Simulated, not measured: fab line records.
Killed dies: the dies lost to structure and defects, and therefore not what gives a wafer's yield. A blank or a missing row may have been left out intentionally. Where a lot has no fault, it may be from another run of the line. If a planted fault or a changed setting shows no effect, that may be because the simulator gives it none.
Comparing a struck lot with a sound one -- flow n5Finfet -- 36 out of 1938 route steps
Sound: these wafers, L486.2, L486.3, L486.5. Struck: wafer L478.3 (L478.1, L478.4, from the same lot, were not struck and are left out); the cause is given at the end.
Each step with rows lists, per side, the tool, then ch with its chambers, then its first start. Under that, the readings that differ: sound wafers -- struck wafers -- difference of the means -- sigmas: that difference in standard deviations of wafers without a fault.
alike: a reading whose means differ by less than 2 such deviations, as well as words and numbers matching on both sides. not compared: withheld readings; readings where some wafer has no value; bounds like >300 that might hide an equal value; numbers whose values overlap and for which the record gives no deviation.
A row with sigmas, a row that says differs or no value, or rows on one side alone: a step with any of these is where the two part. When numbers do not overlap yet have no deviation, they are printed without sigmas and do not part them. Lack of a reading on every wafer of one side parts them only where that side has two or more wafers.

first, 8 steps without rows for these wafers: N5_BEOL_M8_SPUTTER_48 (material Cu, target thk 10 nm, time 1.667 s); N5_BEOL_M8_ECD_50 (material Cu, target thk 300 nm); N5_BEOL_M8_ANNEAL_51 (time 90 s); N5_BEOL_M8_CMP_52 (polishes, stops on SiCOH lowk, t overpolish 6.9 s, target thk 80 nm); N5_BEOL_M8_PRE_CLEAN_55 (time 15 s); N5_BEOL_M8_DEP_56 (deposits SiCN from 3MS/NH3, target thk 10 nm, time 17.5 s); N5_BEOL_M9_ILD_DEP_00 (deposits SiCOH lowk from DEMS/porogen, target thk 308.51 nm, time 58 s); N5_BEOL_M9_CURE_71 (cures SiCOH lowk, time 240 s).
N5_BEOL_M9_PECVD_70: deposits SiO2 from TEOS/O2, target thk 20 nm, time 22.7 s.
  sound on pecvd-03 ch 1,2, day 14 14:37; struck on pecvd-04 ch 1, day 12 17:02
reading,sound,struck,difference,sigmas
throttleValvePct (%),24.6 20.9 24.6,21.2,-2.2,-2
  alike: chamberPressureTorr, heaterPowerW, showerheadPlenumPTorr
then, 25 steps without rows for these wafers: N5_BEOL_M9_HM_DEP_02 (deposits TiN, target thk 20 nm); N5_BEOL_M9_COAT_59 (time 60 s, resist thk 100 nm); N5_BEOL_M9_COAT_60 (time 60 s, resist thk 30 nm); N5_BEOL_M9_COAT_05 (resist thk 90 nm); N5_BEOL_M9_EBR_07; N5_BEOL_M9_SOFTBAKE_06 (time 60 s); N5_BEOL_M9_EXPOSE_08 (exposes mask M9); N5_BEOL_M9_PEB_09 (peb time 60 s); N5_BEOL_M9_DEVELOP_10 (develop time 30 s); N5_BEOL_M9_DESCUM_16 (chemistry O2, time 7.9 s); N5_BEOL_M9_ETCH_61 (etches SiARC in CF4, target depth 39 nm, time 65 s); N5_BEOL_M9_ETCH_62 (etches SOC in N2/H2, target depth 110 nm, overetch 22 nm, time 165 s); N5_BEOL_M9_STRIP_68 (strips in N2/H2); N5_BEOL_M9_STRIP_67 (strips in CF4); N5_BEOL_M9_HM_OPEN_17 (chemistry Cl2/BCl3, target TiN, target depth 20 nm, overetch 6 nm); N5_BEOL_M9_STRIP_19 (strips in O2); N5_BEOL_M9_COAT_63 (time 60 s, resist thk 60 nm); N5_BEOL_M9_COAT_64 (time 60 s, resist thk 12 nm); N5_BEOL_M9_COAT_75 (time 60 s, resist thk 5 nm); N5_BEOL_M9_COAT_22 (resist thk 30 nm); N5_BEOL_M9_EBR_24; N5_BEOL_M9_SOFTBAKE_23 (time 60 s); N5_BEOL_M9_EXPOSE_25 (exposes mask V8); N5_BEOL_M9_PEB_26 (peb time 60 s); N5_BEOL_M9_DEVELOP_27 (develop time 30 s).
N5_BEOL_M9_INSPECT_30: inspects for defects (brightfield).
  sound on defectInspect-02 at day 14 17:13; struck on defectInspect-01 at day 12 20:40
reading,sound,struck,difference,sigmas
rawDefectCount,446 291 294,661,+317,+4
-- here the record skips 2 days between the struck wafers' starts before and after, leaving off in module BEOL_M9 and picking up in module PASSIVATION (first step shown: number 1936 of the route) --
N5_PASSIVATION_PROBE_49:
  rows exist in the record for the struck wafers here (prober-01, day 15 07:31), but not for the sound ones

== WHERE THEY PART ==
Earliest at N5_BEOL_M9_PECVD_70; latest, in this record, at N5_PASSIVATION_PROBE_49.

WHY: the cause the simulator had injected
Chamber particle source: pecvd-04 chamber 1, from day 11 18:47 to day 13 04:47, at N5_BEOL_M9_PECVD_70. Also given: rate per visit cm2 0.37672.
